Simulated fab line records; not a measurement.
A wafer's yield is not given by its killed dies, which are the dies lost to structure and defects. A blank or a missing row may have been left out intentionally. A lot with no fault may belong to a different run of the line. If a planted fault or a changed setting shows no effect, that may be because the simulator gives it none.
fab line records	flow n5Finfet
[record] lots = 24	wafers = 72	lastDay = 19
route steps=1938 shown BEOL_M8@1379 BEOL_M9@1405 BEOL_M10@1486
lots with no fault: from the same line, run without faults
startH: the number of hours between the record's first day and the start of the first shown wafer of the lot	waitH: hours from the lot's prior step to this one	" repeats the value in the row above	L1.1+2: a single row standing in for several wafers	- no value, or no start given	* or withheld: withheld	< > ~ a bound
route shown NAME@n: names a module that has steps shown in the file, with the first one's number in the route	usual: mean and standard deviation over wafers with no fault	same: alike in all rows	chamber/n: place in a boat	sites: each site's reading	_std_site: their standard deviation	_edge_site: outer sites' mean less inner sites'	radiusMm: for every site, how far away it sits from the centre of the wafer	mask NAME#n: copy n	behind: tool/chamber where the wafer was last shaped	hold: why the lot was held/for how many hours/how that ended	device: which transistor (n, p or np) failed to switch	end of line: the tests these same wafers got at the end of their route	a step without rows: its recipe alone	killed: at the first sort, the dies lost to defects and structure; wafer yield is something else	map: a wafer's dies, marking killed ones x, the rest . and places with no die _
set.NAME: the setting that was run; set.NAME@STEP: the one run at that earlier step	model.NAME: the simulator's own value behind a step, which no gauge read
one table for each step of the route and one row for each wafer, over a sample of lots
services: when a tool's chamber went out of use (startH, in hours from the record's first day, below 0 if earlier), for how many hours, and the reason
[[steps]]
[step N5_BEOL_M8_STRIP_80]
[recipe] chemistry = N2/H2	timeS = 10	powerW = 450	tempC = 40	pressureMtorr = 20	rfFrequencyHz = 6e+07	biasPowerW = 7	n2FlowSccm = 200	h2FlowSccm = 200
[usual] drypumpMotorCurrentA = 5.5/0.4	oesProductAu = 0.82/0.066	rfVppV = 59.3/0.93	showerheadPlenumPTorr = 2.55/0.1	throttleValvePct = 23.57/0.29
lot.wafer	tool	chamber	startH	waitH	drypumpMotorCurrentA	oesProductAu	rfHoursCounterH	rfVppV	showerheadPlenumPTorr	throttleValvePct
L075.1	rieDiel-01	0	-	-	5.5	0.87	32	59.0	2.47	23.60
L075.2	"	1	"	"	5.2	0.90	20	59.3	2.61	23.44
L075.6	"	0	"	"	5.5	0.89	-	59.3	2.47	23.60
L074.2	rieDiel-03	1	-	-	5.3	0.87	49	60.2	2.67	23.23
L074.3	"	2	"	"	5.6	0.74	137	57.7	2.45	23.79
L074.5	"	1	"	"	5.3	0.87	-	59.8	2.67	23.22
L076.1	rieDiel-04	3	-	-	5.9	0.90	27	58.7	2.70	23.83
L076.3	"	0	"	"	5.1	0.93	6	59.5	2.47	23.24
L076.6	"	0	"	"	5.1	0.93	-	58.9	2.47	23.24
L080.2	rieDiel-04	2	-	-	5.4	0.79	114	58.7	2.55	23.18
L080.5	"	3	"	"	5.9	0.90	-	57.7	2.70	23.83
L080.6	"	0	"	"	5.1	0.93	-	59.9	2.47	23.22
L078.1	rieDiel-04	1	-	-	6.5	0.84	71	57.6	2.46	24.12
L078.3	"	0	"	"	5.1	0.92	8	57.4	2.47	23.24
L078.5	"	0	"	"	5.1	0.92	-	58.3	2.47	23.22
L077.1	rieDiel-01	1	-	-	5.3	0.87	25	58.7	2.60	23.46
L077.4	"	2	"	"	6.0	0.97	6	59.8	2.70	23.80
L077.5	"	3	"	"	4.9	0.87	-	60.1	2.56	23.23
L079.1	rieDiel-04	3	-	-	5.8	0.89	33	58.8	2.70	23.83
L079.4	"	0	"	"	5.1	0.91	12	60.7	2.47	23.23
L079.6	"	2	"	"	5.5	0.79	-	58.5	2.55	23.19
L081.1	rieDiel-04	3	-	-	5.8	0.87	39	59.1	2.70	23.84
L081.3	"	1	"	"	6.5	0.82	81	58.5	2.46	24.14
L081.6	"	3	"	"	5.8	0.87	-	60.1	2.70	23.84
L082.2	rieDiel-03	0	-	-	5.4	0.73	162	59.6	2.44	23.52
L082.4	"	3	"	"	5.5	0.76	119	58.8	2.66	23.44
L082.5	"	1	"	"	5.3	0.84	-	60.9	2.67	23.24
L083.1	rieDiel-01	2	-	-	6.0	0.93	20	59.2	2.70	23.82
L083.4	"	2	"	"	6.0	0.93	-	60.9	2.70	23.81
L083.5	"	0	"	"	5.5	0.84	-	60.1	2.46	23.63
L084.1	rieDiel-01	0	-	-	5.5	0.84	53	59.1	2.46	23.63
L084.5	"	0	"	"	5.5	0.85	-	58.0	2.46	23.61
L084.6	"	2	"	"	6.0	0.92	-	59.9	2.70	23.81
L086.1	rieDiel-01	3	-	-	5.0	0.83	80	60.0	2.55	23.28
L086.2	"	0	"	"	5.5	0.83	63	60.5	2.46	23.65
L086.4	"	1	"	"	5.2	0.86	48	59.9	2.59	23.47
L085.1	rieDiel-01	2	-	-	6.0	0.91	30	59.4	2.69	23.84
L085.4	"	1	"	"	5.2	0.85	49	57.6	2.59	23.50
L085.5	"	1	"	"	5.2	0.85	-	61.3	2.59	23.50
L088.2	rieDiel-03	0	-	-	5.4	0.73	176	59.3	2.43	23.54
L088.3	"	3	"	"	5.5	0.76	131	59.6	2.66	23.43
L088.5	"	3	"	"	5.5	0.75	-	59.3	2.66	23.44
L087.1	rieDiel-04	3	-	-	5.9	0.84	57	60.5	2.69	23.88
L087.5	"	0	"	"	5.1	0.84	-	59.3	2.46	23.27
L087.6	"	3	"	"	5.9	0.84	-	58.7	2.69	23.86
L089.1	rieDiel-03	0	-	-	5.3	0.73	181	59.4	2.43	23.56
L089.3	"	3	"	"	5.5	0.76	136	59.4	2.65	23.45
L089.4	"	2	"	"	5.6	0.72	172	58.4	2.43	23.84
L093.2	rieDiel-03	0	-	-	5.4	0.72	181	59.2	2.43	23.56
L093.3	"	3	"	"	5.5	0.75	136	60.7	2.65	23.43
L093.5	"	2	"	"	5.5	0.73	-	58.6	2.43	23.85
L091.1	rieDiel-04	0	-	-	5.1	0.84	40	59.0	2.46	23.27
L091.2	"	3	"	"	5.9	0.84	62	59.1	2.69	23.86
L091.4	"	3	"	"	5.9	0.84	-	61.0	2.69	23.87
L090.4	rieDiel-03	0	-	-	5.3	0.72	184	59.4	2.43	23.56
L090.5	"	0	"	"	5.3	0.72	-	59.9	2.43	23.56
L090.6	"	1	"	"	5.3	0.81	-	59.2	2.66	23.27
L095.1	rieDiel-04	2	-	-	5.4	0.77	139	58.7	2.54	23.19
L095.3	"	3	"	"	5.8	0.85	65	59.8	2.68	23.89
L095.5	"	2	"	"	5.4	0.76	-	58.2	2.54	23.20
L094.1	rieDiel-01	3	-	-	4.9	0.83	92	59.6	2.55	23.29
L094.2	"	2	"	"	6.0	0.87	42	59.9	2.69	23.84
L094.3	"	0	"	"	5.5	0.81	75	57.7	2.45	23.67
L092.4	rieDiel-03	1	-	-	5.3	0.82	93	60.1	2.65	23.29
L092.5	"	0	"	"	5.3	0.71	-	58.6	2.43	23.56
L092.6	"	1	"	"	5.3	0.82	-	59.3	2.65	23.28
L096.1	rieDiel-01	1	-	-	5.2	0.82	69	58.8	2.58	23.51
L096.5	"	1	"	"	5.2	0.82	-	58.9	2.58	23.51
L096.6	"	2	"	"	6.0	0.88	-	60.2	2.68	23.86
L097.1	rieDiel-03	2	-	-	5.6	0.70	193	57.2	2.42	23.86
L097.3	"	3	"	"	5.4	0.74	157	60.1	2.64	23.48
L097.5	"	2	"	"	5.6	0.69	-	59.3	2.42	23.86
[step N5_BEOL_M8_PRE_CLEAN_45]
[recipe] gas = H2/He	timeS = 30	tempC = 250
[usual] heaterPowerW = 325/29
lot.wafer	tool	chamber	startH	waitH	heaterPowerW
L075.1	pvdSputter-01	-	227.24	0.0	300
L075.2	"	-	"	"	328
L075.6	"	-	"	"	273
L074.2	pvdSputter-01	-	229.72	0.0	305
L074.3	"	-	"	"	278
L074.5	"	-	"	"	333
L076.1	pvdSputter-02	-	240.24	0.0	368
L076.3	"	-	"	"	363
L076.6	"	-	"	"	318
L080.2	pvdSputter-01	-	246.87	0.0	307
L080.5	"	-	"	"	331
L080.6	"	-	"	"	302
L078.1	pvdSputter-01	-	249.13	0.0	271
L078.3	"	-	"	"	356
L078.5	"	-	"	"	280
L077.1	pvdSputter-01	-	249.79	0.0	349
L077.4	"	-	"	"	308
L077.5	"	-	"	"	299
L079.1	pvdSputter-02	-	259.80	0.0	356
L079.4	"	-	"	"	371
L079.6	"	-	"	"	315
L081.1	pvdSputter-03	-	276.41	0.0	286
L081.3	"	-	"	"	350
L081.6	"	-	"	"	351
L082.2	pvdSputter-02	-	278.87	0.0	315
L082.4	"	-	"	"	374
L082.5	"	-	"	"	366
L083.1	pvdSputter-01	-	289.11	0.0	317
L083.4	"	-	"	"	347
L083.5	"	-	"	"	344
L084.1	pvdSputter-01	-	289.85	0.0	268
L084.5	"	-	"	"	276
L084.6	"	-	"	"	349
L086.1	pvdSputter-01	-	318.04	0.0	307
L086.2	"	-	"	"	328
L086.4	"	-	"	"	270
L085.1	pvdSputter-01	-	318.81	0.0	277
L085.4	"	-	"	"	303
L085.5	"	-	"	"	329
L088.2	pvdSputter-03	-	321.45	0.0	348
L088.3	"	-	"	"	293
L088.5	"	-	"	"	298
L087.1	pvdSputter-03	-	330.03	0.0	341
L087.5	"	-	"	"	345
L087.6	"	-	"	"	353
L089.1	pvdSputter-01	-	332.78	0.0	306
L089.3	"	-	"	"	280
L089.4	"	-	"	"	347
L093.2	pvdSputter-03	-	332.97	0.0	361
L093.3	"	-	"	"	292
L093.5	"	-	"	"	359
L091.1	pvdSputter-03	-	339.94	0.0	346
L091.2	"	-	"	"	318
L091.4	"	-	"	"	356
L090.4	pvdSputter-03	-	342.02	0.0	291
L090.5	"	-	"	"	295
L090.6	"	-	"	"	342
L095.1	pvdSputter-02	-	349.85	0.0	375
L095.3	"	-	"	"	318
L095.5	"	-	"	"	377
L094.1	pvdSputter-02	-	350.25	0.0	306
L094.2	"	-	"	"	367
L094.3	"	-	"	"	376
L092.4	pvdSputter-02	-	350.33	0.0	308
L092.5	"	-	"	"	310
L092.6	"	-	"	"	368
L096.1	pvdSputter-03	-	375.91	0.0	351
L096.5	"	-	"	"	312
L096.6	"	-	"	"	286
L097.1	pvdSputter-03	-	396.55	0.0	292
L097.3	"	-	"	"	351
L097.5	"	-	"	"	304
[step N5_BEOL_M9_HM_DEP_02]
[recipe] material = TiN	targetThkA = 200	tempC = 25	chamberPressurePa = 0.49996
[usual] throttleValvePct = 30.2/1.2
lot.wafer	tool	chamber	startH	waitH	throttleValvePct
L075.1	pvdSputter-01	-	231.70	0.8	33.0
L075.2	"	-	"	"	30.8
L075.6	"	-	"	"	31.5
L074.2	pvdSputter-01	-	233.54	0.7	29.8
L074.3	"	-	"	"	31.2
L074.5	"	-	"	"	33.1
L076.1	pvdSputter-03	-	243.36	0.6	29.0
L076.3	"	-	"	"	30.2
L076.6	"	-	"	"	30.3
L080.2	pvdSputter-02	-	251.37	0.0	29.3
L080.5	"	-	"	"	28.6
L080.6	"	-	"	"	29.6
L078.1	pvdSputter-03	-	253.96	2.2	31.0
L078.3	"	-	"	"	28.8
L078.5	"	-	"	"	30.5
L077.1	pvdSputter-03	-	254.06	1.9	30.8
L077.4	"	-	"	"	30.0
L077.5	"	-	"	"	30.2
L079.1	pvdSputter-02	-	266.91	4.4	29.7
L079.4	"	-	"	"	28.5
L079.6	"	-	"	"	30.3
L081.1	pvdSputter-03	-	281.51	1.3	29.3
L081.3	"	-	"	"	29.0
L081.6	"	-	"	"	29.4
L082.2	pvdSputter-02	-	281.73	0.6	30.0
L082.4	"	-	"	"	28.3
L082.5	"	-	"	"	29.5
L084.1	pvdSputter-03	-	297.56	1.9	28.9
L084.5	"	-	"	"	29.0
L084.6	"	-	"	"	30.2
L083.1	pvdSputter-03	-	297.66	2.0	30.5
L083.4	"	-	"	"	28.9
L083.5	"	-	"	"	30.4
L086.1	pvdSputter-03	-	321.57	0.5	31.0
L086.2	"	-	"	"	30.3
L086.4	"	-	"	"	29.1
L085.1	pvdSputter-03	-	322.79	0.7	30.2
L085.4	"	-	"	"	29.3
L085.5	"	-	"	"	29.1
L088.2	pvdSputter-02	-	325.29	0.7	29.5
L088.3	"	-	"	"	30.1
L088.5	"	-	"	"	28.8
L087.1	pvdSputter-03	-	335.38	2.1	29.1
L087.5	"	-	"	"	29.2
L087.6	"	-	"	"	29.2
L089.1	pvdSputter-01	-	336.14	0.7	29.9
L089.3	"	-	"	"	30.7
L089.4	"	-	"	"	32.9
L093.2	pvdSputter-01	-	336.62	0.5	30.3
L093.3	"	-	"	"	31.7
L093.5	"	-	"	"	29.8
L091.1	pvdSputter-01	-	345.29	1.7	31.8
L091.2	"	-	"	"	31.0
L091.4	"	-	"	"	29.6
L090.4	pvdSputter-01	-	346.53	0.9	30.7
L090.5	"	-	"	"	31.5
L090.6	"	-	"	"	30.6
L095.1	pvdSputter-03	-	355.52	3.2	29.5
L095.3	"	-	"	"	30.9
L095.5	"	-	"	"	30.4
L094.1	pvdSputter-03	-	356.06	3.3	29.1
L094.2	"	-	"	"	30.7
L094.3	"	-	"	"	29.1
L092.4	pvdSputter-03	-	356.48	1.9	30.4
L092.5	"	-	"	"	30.9
L092.6	"	-	"	"	30.4
L096.1	pvdSputter-02	-	383.42	1.1	31.5
L096.5	"	-	"	"	30.0
L096.6	"	-	"	"	29.7
L097.1	pvdSputter-01	-	402.21	1.4	33.3
L097.3	"	-	"	"	30.5
L097.5	"	-	"	"	30.7
[step N5_BEOL_M9_CD_MEAS_11]
[recipe] targetCdNm = 64.1	landingEnergyEv = 500	detector = seInlens	polarity = opening
[usual] cdNm = 64.4/0.52
lot.wafer	tool	chamber	startH	waitH	cdNm
L075.1	cdSem-01	0	232.07	-	65.0
L075.2	"	0	"	"	65.3
L075.6	"	0	"	"	65.1
L074.2	cdSem-01	0	234.08	-	64.4
L074.3	"	0	"	"	64.8
L074.5	"	0	"	"	64.6
L076.1	cdSem-03	0	243.73	-	64.2
L076.3	"	0	"	"	64.6
L076.6	"	0	"	"	65.2
L080.2	cdSem-02	0	251.74	-	64.4
L080.5	"	0	"	"	63.3
L080.6	"	0	"	"	63.4
L078.1	cdSem-01	0	254.33	-	63.6
L078.3	"	0	"	"	64.3
L078.5	"	0	"	"	63.8
L077.1	cdSem-01	0	254.56	-	64.6
L077.4	"	0	"	"	64.9
L077.5	"	0	"	"	64.2
L079.1	cdSem-02	0	267.41	-	64.5
L079.4	"	0	"	"	64.4
L079.6	"	0	"	"	64.0
L081.1	cdSem-01	0	282.01	-	63.9
L081.3	"	0	"	"	64.0
L081.6	"	0	"	"	64.4
L082.2	cdSem-02	0	282.23	-	64.7
L082.4	"	0	"	"	64.3
L082.5	"	0	"	"	64.1
L084.1	cdSem-02	0	298.05	-	64.1
L084.5	"	0	"	"	63.8
L084.6	"	0	"	"	63.5
L083.1	cdSem-01	0	298.22	-	64.6
L083.4	"	0	"	"	64.4
L083.5	"	0	"	"	65.3
L086.1	cdSem-01	0	322.06	-	64.1
L086.2	"	0	"	"	64.4
L086.4	"	0	"	"	63.8
L085.1	cdSem-01	0	323.16	-	64.1
L085.4	"	0	"	"	64.4
L085.5	"	0	"	"	64.0
L088.2	cdSem-01	0	325.79	-	64.0
L088.3	"	0	"	"	64.3
L088.5	"	0	"	"	64.6
L087.1	cdSem-01	0	335.88	-	64.3
L087.5	"	0	"	"	65.6
L087.6	"	0	"	"	64.8
L089.1	cdSem-02	0	336.64	-	65.3
L089.3	"	0	"	"	64.2
L089.4	"	0	"	"	64.9
L093.2	cdSem-02	0	337.12	-	65.0
L093.3	"	0	"	"	63.8
L093.5	"	0	"	"	64.9
L091.1	cdSem-03	0	345.79	-	64.8
L091.2	"	0	"	"	64.7
L091.4	"	0	"	"	64.5
L090.4	cdSem-01	0	346.91	-	64.4
L090.5	"	0	"	"	65.3
L090.6	"	0	"	"	64.0
L095.1	cdSem-03	0	355.92	-	64.4
L095.3	"	0	"	"	64.1
L095.5	"	0	"	"	64.8
L094.1	cdSem-03	0	356.56	-	63.9
L094.2	"	0	"	"	64.6
L094.3	"	0	"	"	64.3
L092.4	cdSem-01	0	356.98	-	63.4
L092.5	"	0	"	"	63.4
L092.6	"	0	"	"	63.5
L096.1	cdSem-02	0	383.92	-	64.5
L096.5	"	0	"	"	63.9
L096.6	"	0	"	"	64.6
L097.1	cdSem-01	0	402.70	-	64.9
L097.3	"	0	"	"	64.7
L097.5	"	0	"	"	64.8
[step N5_BEOL_M9_ETCH_62]
[recipe] chemistry = N2/H2	target = SOC	targetDepthA = 1100	overetchA = 220	maskMaterial = SiARC	tempC = 40	timeS = 165	ionEnergyEv = 200	pressureMtorr = 30	sourceW = 840	biasW = 150	n2FlowSccm = 200	h2FlowSccm = 200
[usual] drypumpMotorCurrentA = 5.6/0.4	oesProductAu = 0.65/0.059	rfVppV = 523.8/2.2	showerheadPlenumPTorr = 2.54/0.074	throttleValvePct = 17.84/0.26
lot.wafer	tool	chamber	startH	waitH	drypumpMotorCurrentA	oesProductAu	rfHoursCounterH	rfVppV	showerheadPlenumPTorr	throttleValvePct
L075.1	rieDiel-05	0	232.24	0.0	5.2	0.70	93	521.4	2.44	17.26
L075.2	"	2	"	"	6.2	0.70	70	524.4	2.60	17.59
L075.6	"	0	"	"	5.2	0.70	-	520.0	2.44	17.26
L074.2	rieDiel-05	0	234.28	0.0	5.2	0.70	94	521.0	2.44	17.27
L074.3	"	1	"	"	5.6	0.60	224	526.2	2.62	17.78
L074.5	"	1	"	"	5.7	0.59	-	526.0	2.62	17.78
L076.1	rieDiel-02	3	243.98	0.0	5.6	0.76	17	522.2	2.50	17.71
L076.3	"	2	"	"	6.1	0.63	178	522.8	2.53	17.81
L076.6	"	1	"	"	5.7	0.70	-	523.0	2.49	17.89
L080.2	rieDiel-05	2	251.91	0.0	6.2	0.70	77	524.1	2.60	17.61
L080.5	"	3	"	"	5.1	0.82	-	522.8	2.48	17.72
L080.6	"	0	"	"	5.2	0.69	-	522.3	2.44	17.29
L078.1	rieDiel-06	0	255.15	0.0	5.2	0.67	128	521.4	2.45	18.11
L078.3	"	1	"	"	6.6	0.57	244	524.7	2.52	18.09
L078.5	"	2	"	"	5.7	0.62	-	525.7	2.63	17.97
L077.1	rieDiel-06	1	255.47	0.0	6.6	0.57	244	522.1	2.52	18.10
L077.4	"	3	"	"	5.7	0.61	202	524.5	2.62	17.96
L077.5	"	1	"	"	6.5	0.57	-	523.6	2.52	18.09
L079.1	rieDiel-05	0	267.65	0.0	5.2	0.69	104	520.1	2.44	17.28
L079.4	"	2	"	"	6.2	0.69	80	523.9	2.59	17.59
L079.6	"	1	"	"	5.6	0.59	-	526.0	2.62	17.81
L081.1	rieDiel-02	1	282.18	0.0	5.6	0.69	77	521.1	2.48	17.91
L081.3	"	0	"	"	5.1	0.58	212	526.6	2.60	18.14
L081.6	"	1	"	"	5.6	0.69	-	520.2	2.48	17.91
L082.2	rieDiel-06	2	282.40	0.0	5.7	0.61	204	527.2	2.63	17.98
L082.4	"	2	"	"	5.7	0.62	-	526.4	2.63	18.00
L082.5	"	0	"	"	5.2	0.66	-	521.2	2.45	18.13
L084.1	rieDiel-06	2	298.25	0.0	5.6	0.61	210	526.9	2.62	17.99
L084.5	"	2	"	"	5.6	0.62	-	525.2	2.62	18.00
L084.6	"	0	"	"	5.2	0.65	-	521.5	2.45	18.13
L083.1	rieDiel-05	1	298.56	0.0	5.6	0.59	241	526.1	2.61	17.83
L083.4	"	3	"	"	5.1	0.78	16	522.7	2.48	17.76
L083.5	"	0	"	"	5.2	0.68	-	521.6	2.44	17.29
L086.1	rieDiel-05	2	322.23	0.0	6.2	0.67	94	524.5	2.59	17.63
L086.2	"	0	"	"	5.3	0.67	119	522.5	2.43	17.30
L086.4	"	1	"	"	5.6	0.59	-	525.1	2.61	17.83
L085.1	rieDiel-02	3	323.33	0.0	5.6	0.73	40	522.6	2.49	17.75
L085.4	"	2	"	"	6.0	0.62	201	523.3	2.53	17.84
L085.5	"	2	"	"	6.0	0.62	-	522.2	2.52	17.84
L088.2	rieDiel-05	2	325.96	0.0	6.2	0.68	96	525.5	2.59	17.65
L088.3	"	0	"	"	5.2	0.68	121	521.9	2.43	17.31
L088.5	"	2	"	"	6.2	0.68	-	525.8	2.59	17.63
L087.1	rieDiel-06	0	336.05	0.0	5.2	0.65	156	521.8	2.44	18.14
L087.5	"	3	"	"	5.7	0.59	-	526.2	2.61	18.01
L087.6	"	0	"	"	5.2	0.64	-	521.3	2.44	18.15
L089.1	rieDiel-05	0	336.86	0.0	5.2	0.68	125	520.7	2.43	17.31
L089.3	"	2	"	"	6.2	0.67	100	526.3	2.59	17.65
L089.4	"	2	"	"	6.2	0.67	-	524.3	2.59	17.66
L093.2	rieDiel-06	0	337.29	0.0	5.2	0.64	156	520.1	2.44	18.16
L093.3	"	2	"	"	5.7	0.61	222	525.3	2.62	18.02
L093.5	"	3	"	"	5.7	0.59	-	525.2	2.61	18.01
L091.1	rieDiel-02	1	346.08	0.0	5.6	0.68	95	522.3	2.47	17.93
L091.2	"	3	"	"	5.6	0.71	47	522.8	2.49	17.77
L091.4	"	2	"	"	6.0	0.61	208	523.9	2.52	17.85
L090.4	rieDiel-02	2	347.26	0.0	6.1	0.61	208	523.0	2.52	17.85
L090.5	"	0	"	"	5.1	0.58	-	526.9	2.60	18.19
L090.6	"	1	"	"	5.6	0.67	-	521.0	2.47	17.95
L095.1	rieDiel-06	3	356.34	0.0	5.7	0.59	235	524.8	2.61	18.02
L095.3	"	0	"	"	5.2	0.63	162	520.6	2.44	18.17
L095.5	"	3	"	"	5.6	0.59	-	526.2	2.61	18.02
L094.1	rieDiel-06	2	357.09	0.0	5.6	0.61	229	526.5	2.61	18.03
L094.2	"	0	"	"	5.2	0.64	162	521.6	2.44	18.16
L094.3	"	3	"	"	5.6	0.59	235	524.9	2.61	18.01
L092.4	rieDiel-06	3	357.57	0.1	5.7	0.59	-	527.0	2.61	18.02
L092.5	"	2	"	"	5.6	0.60	-	526.1	2.61	18.03
L092.6	"	0	"	"	5.2	0.64	-	520.9	2.44	18.17
L096.1	rieDiel-06	2	384.09	0.0	5.6	0.59	236	525.8	2.61	18.03
L096.5	"	0	"	"	5.2	0.63	-	521.0	2.44	18.18
L096.6	"	1	"	"	6.5	0.76	-	521.9	2.51	17.74
L097.1	rieDiel-05	1	403.01	0.0	5.6	0.78	17	525.2	2.60	17.53
L097.3	"	0	"	"	5.2	0.65	146	521.5	2.42	17.37
L097.5	"	3	"	"	5.1	0.73	-	522.3	2.47	17.80
[step N5_BEOL_M10_DESCUM_16]
[recipe] chemistry = O2	timeS = 7.9	sourcePowerW = 50	biasPowerW = 20	pressureMtorr = 20	rfFrequencyHz = 2.712e+07	tempC = 40	resist = CAR-ArF	o2FlowSccm = 225
[usual] drypumpMotorCurrentA = 5.5/0.4	oesProductAu = 0.82/0.059	rfVppV = 243.4/1.5	showerheadPlenumPTorr = 2.11/0.079	throttleValvePct = 20.40/0.16
lot.wafer	tool	chamber	startH	waitH	drypumpMotorCurrentA	oesProductAu	rfHoursCounterH	rfVppV	showerheadPlenumPTorr	throttleValvePct
L075.1	rieDiel-01	0	237.96	0.0	5.4	0.87	36	240.7	2.04	20.33
L075.2	"	2	"	"	5.9	0.98	4	245.9	2.22	20.31
L075.6	"	0	"	"	5.4	0.88	-	244.2	2.04	20.32
L074.2	rieDiel-01	0	241.02	0.3	5.5	0.88	36	243.4	2.04	20.32
L074.3	"	3	"	"	4.9	0.88	51	243.8	2.13	20.24
L074.5	"	3	"	"	5.0	0.87	-	243.9	2.13	20.22
L076.1	rieDiel-01	0	251.55	0.0	5.5	0.86	40	241.7	2.04	20.33
L076.3	"	3	"	"	5.0	0.87	55	243.4	2.13	20.25
L076.6	"	3	"	"	4.9	0.88	-	243.9	2.13	20.25
L080.2	rieDiel-03	1	259.70	0.7	5.3	0.85	61	244.9	2.24	20.25
L080.5	"	0	"	"	5.4	0.74	-	242.6	2.03	20.61
L080.6	"	3	"	"	5.5	0.78	-	243.9	2.19	20.26
L078.1	rieDiel-01	1	261.92	0.2	5.2	0.87	32	244.5	2.14	20.25
L078.3	"	2	"	"	6.0	0.96	10	246.1	2.22	20.33
L078.5	"	2	"	"	5.9	0.96	-	245.0	2.22	20.32
L077.1	rieDiel-03	2	262.61	0.3	5.6	0.73	149	240.8	2.00	20.55
L077.4	"	0	"	"	5.3	0.74	158	242.2	2.02	20.61
L077.5	"	1	"	"	5.3	0.84	-	244.1	2.24	20.27
L079.1	rieDiel-04	0	275.82	0.0	5.1	0.89	18	241.5	2.07	20.53
L079.4	"	3	"	"	5.9	0.87	39	245.0	2.21	20.46
L079.6	"	2	"	"	5.4	0.79	-	242.8	2.10	20.15
L081.1	rieDiel-01	2	290.38	0.1	5.9	0.93	21	245.6	2.22	20.31
L081.3	"	3	"	"	5.0	0.86	71	243.4	2.12	20.27
L081.6	"	2	"	"	5.9	0.92	-	245.9	2.22	20.35
L082.2	rieDiel-01	3	290.63	0.2	5.0	0.84	71	242.9	2.12	20.25
L082.4	"	2	"	"	5.9	0.91	-	246.3	2.22	20.34
L082.5	"	3	"	"	4.9	0.85	-	242.0	2.12	20.27
L083.1	rieDiel-04	1	307.93	0.2	6.5	0.83	90	241.1	2.02	20.70
L083.4	"	3	"	"	5.8	0.86	51	244.4	2.21	20.47
L083.5	"	2	"	"	5.4	0.77	-	243.9	2.09	20.15
L084.1	rieDiel-04	3	308.18	0.3	5.9	0.85	51	243.6	2.21	20.47
L084.5	"	0	"	"	5.1	0.85	-	241.9	2.06	20.55
L084.6	"	3	"	"	5.9	0.85	-	243.7	2.21	20.46
L086.1	rieDiel-04	0	329.81	0.0	5.1	0.85	36	242.5	2.06	20.54
L086.2	"	1	"	"	6.5	0.82	98	243.3	2.02	20.71
L086.4	"	0	"	"	5.1	0.85	-	242.1	2.06	20.58
L085.1	rieDiel-01	2	330.32	0.4	6.0	0.88	35	244.5	2.21	20.35
L085.4	"	3	"	"	4.9	0.84	84	242.3	2.12	20.28
L085.5	"	1	"	"	5.2	0.84	-	244.8	2.13	20.30
L088.2	rieDiel-01	0	336.17	0.1	5.5	0.81	70	242.3	2.03	20.37
L088.3	"	2	"	"	5.9	0.88	37	244.0	2.21	20.36
L088.5	"	0	"	"	5.5	0.81	-	241.7	2.03	20.39
L087.1	rieDiel-03	3	343.02	0.0	5.4	0.75	140	245.0	2.18	20.28
L087.5	"	0	"	"	5.3	0.71	-	241.3	2.02	20.66
L087.6	"	1	"	"	5.3	0.82	-	244.4	2.23	20.30
L089.1	rieDiel-04	1	343.21	0.0	6.5	0.81	103	242.1	2.02	20.72
L089.3	"	0	"	"	5.1	0.85	41	243.0	2.06	20.58
L089.4	"	1	"	"	6.5	0.81	-	242.0	2.02	20.73
L093.2	rieDiel-04	0	345.68	0.0	5.1	0.85	42	242.1	2.06	20.56
L093.3	"	3	"	"	5.9	0.84	64	245.3	2.20	20.47
L093.5	"	2	"	"	5.4	0.78	-	242.6	2.09	20.17
L091.1	rieDiel-03	3	356.54	0.3	5.5	0.75	144	243.6	2.18	20.30
L091.2	"	2	"	"	5.6	0.71	180	241.0	1.99	20.57
L091.4	"	1	"	"	5.3	0.82	96	245.3	2.23	20.32
L090.4	rieDiel-03	3	360.73	0.5	5.5	0.75	145	244.3	2.18	20.31
L090.5	"	0	"	"	5.4	0.72	-	242.8	2.01	20.64
L090.6	"	1	"	"	5.3	0.81	-	244.4	2.23	20.30
L094.1	rieDiel-04	2	365.51	0.3	5.4	0.77	145	244.7	2.09	20.17
L094.2	"	0	"	"	5.1	0.83	49	243.0	2.06	20.57
L094.3	"	3	"	"	5.9	0.83	71	245.7	2.20	20.49
L092.4	rieDiel-01	0	365.67	0.2	5.5	0.81	81	243.2	2.03	20.38
L092.5	"	3	"	"	4.9	0.82	-	244.5	2.11	20.31
L092.6	"	2	"	"	5.9	0.88	-	243.7	2.21	20.37
L095.1	rieDiel-01	0	365.96	0.3	5.5	0.81	81	242.2	2.03	20.40
L095.3	"	3	"	"	5.0	0.81	98	242.2	2.11	20.29
L095.5	"	1	"	"	5.2	0.83	-	243.4	2.12	20.31
L096.1	rieDiel-04	3	393.06	0.1	5.9	0.82	78	245.7	2.20	20.48
L096.5	"	0	"	"	5.1	0.82	-	244.0	2.06	20.57
L096.6	"	3	"	"	5.9	0.82	-	243.9	2.20	20.50
L097.1	rieDiel-03	1	414.29	0.2	5.3	0.79	116	244.4	2.22	20.34
L097.3	"	3	"	"	5.4	0.73	165	245.7	2.17	20.32
L097.5	"	0	"	"	5.4	0.70	-	240.5	2.01	20.67
[[services]]
tool	chamber	startH	hours	kind
rieDiel-02	3	205.74	6.4	repair
rieDiel-02	0	207.35	34.2	repair
rieDiel-01	2	208.41	-	clean
rieDiel-01	2	208.41	-	consumableReplace:focusRing
pvdSputter-02	-	229.10	4.9	repair
rieDiel-01	2	246.55	8.5	repair
rieDiel-02	-	257.56	0.3	repair
rieDiel-05	2	260.27	5.0	repair
pvdSputter-01	-	264.67	2.1	repair
rieDiel-02	0	271.01	5.8	repair
rieDiel-01	1	287.24	4.2	repair
rieDiel-06	-	295.07	0.1	repair
rieDiel-03	3	307.29	5.7	repair
rieDiel-05	3	319.91	10.7	repair
rieDiel-04	2	323.48	19.8	repair
rieDiel-02	1	328.63	4.6	repair
rieDiel-02	0	358.37	6.8	repair
rieDiel-05	-	361.43	1.6	repair
rieDiel-03	1	365.16	4.2	repair
rieDiel-01	-	366.85	0.9	repair
rieDiel-02	-	370.37	2.8	pm
rieDiel-03	2	375.72	4.9	repair
rieDiel-04	-	381.01	2.8	pm
rieDiel-06	1	410.30	9.1	repair
[[key]]
fault none
